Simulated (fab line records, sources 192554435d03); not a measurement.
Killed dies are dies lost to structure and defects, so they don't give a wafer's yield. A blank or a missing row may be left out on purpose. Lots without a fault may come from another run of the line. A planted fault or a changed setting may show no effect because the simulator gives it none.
Chamber matching | flow n5_finfet | N5_HKMG_FIN_STRIP_89 on rie_diel-05: 4 sister chambers
The step strips SOC in N2/H2, time 20 s. 8 wafers are shown with their chamber, then 7 later ones without.

WAFERS WITH THEIR CHAMBER
wafer  | chamber | drypump_motor_current_A (A) | throttle_valve_pct (%)
L075.3 | 0       | 5.1                         | 18.91
L083.5 | 2       | 5.1                         | 19.07
L083.6 | 3       | 5.8                         | 19.25
L084.1 | 1       | 6.0                         | 18.86
L084.3 | 3       | 5.8                         | 19.26
L084.6 | 1       | 6.0                         | 18.85
L090.1 | 0       | 5.1                         | 18.95
L090.2 | 2       | 5.2                         | 19.10

WAFERS WITHOUT THEIR CHAMBER
wafer  | drypump_motor_current_A (A) | throttle_valve_pct (%)
L090.6 | 5.1                         | 18.96
L094.1 | 5.8                         | 19.28
L094.5 | 5.7                         | 19.29
L094.6 | 5.1                         | 18.97
L096.1 | 5.1                         | 19.11
L096.2 | 5.0                         | 18.99
L096.3 | 5.8                         | 19.32

WHICH CHAMBER EACH WENT THROUGH
wafer  | from the rows above | in truth
L090.6 | 0                   | 0
L094.1 | 3                   | 3
L094.5 | 3                   | 3
L094.6 | 0                   | 0
L096.1 | 2                   | 2
L096.2 | 0                   | 0
L096.3 | 3                   | 3
Placed correctly: 7 of 7. Can't be placed from these rows: 0. Placed wrongly: 0.
How it was worked out, from the rows above alone: a wafer's distance from a chamber is the root of the sum, over the readings, of the square of ((its reading less the chamber's mean) divided by the reading's scatter). The wafer belongs to the nearest chamber; if the next one is less than 2 further off, it can't be placed. A chamber's mean is the mean of its shown wafers. The scatter: the root of (the sum of the squares of (reading less its chamber's mean) over the shown wafers, divided by (wafers less chambers)).
